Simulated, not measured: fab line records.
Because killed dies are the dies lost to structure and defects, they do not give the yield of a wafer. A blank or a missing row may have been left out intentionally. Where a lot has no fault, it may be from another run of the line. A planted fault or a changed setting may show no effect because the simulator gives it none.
Chamber matching | flow n5 finfet | ald metal-03 running N5_MOL_CONTACT_COAG_ALD_20: 4 sister chambers
The step deposits TiN, target thk 1.5 nm, pulse time 1 s, purge time 3 s. 4 wafers are shown with their chamber, then 8 later ones without.

## WAFERS, EACH WITH ITS CHAMBER
wafer  | chamber | heater power w (W)
L499.6 | 2       | 811
L508.4 | 0       | 891
L510.2 | 3       | 852
L510.3 | 1       | 888

## WAFERS WITHOUT THEIR CHAMBER
wafer  | heater power w (W)
L510.4 | 803
L511.4 | 842
L511.6 | 828
L513.1 | 880
L513.2 | 905
L513.6 | 888
L514.1 | 826
L514.6 | 911

## CHAMBER TAKEN BY EACH
wafer  | from the rows above          | in truth
L510.4 | 2                            | 2
L511.4 | can't be placed: 3 or 2      | 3
L511.6 | can't be placed: 2 or 3      | 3
L513.1 | can't be placed: 1 or 0 or 3 | 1
L513.2 | can't be placed: 0 or 1      | 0
L513.6 | can't be placed: 1 or 0      | 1
L514.1 | can't be placed: 2 or 3      | 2
L514.6 | can't be placed: 0 or 1      | 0
Correct placement for 1 of the 8. Cannot be placed on the basis of these rows: 7; the candidates contain the true chamber in 7. Placed wrongly: 0.
How it was worked out, from the rows above alone: a wafer's distance from a chamber is the root of the sum, over the readings, of the square of ((its reading less the chamber's mean) divided by the reading's scatter). The wafer belongs to the nearest chamber; if the next one is less than 2 further off, it can't be placed. For every chamber, the mean is computed from those of its wafers that are shown. The scatter: root of mean squared gap, hidden wafer to nearest shown wafer, with one shown wafer a chamber.
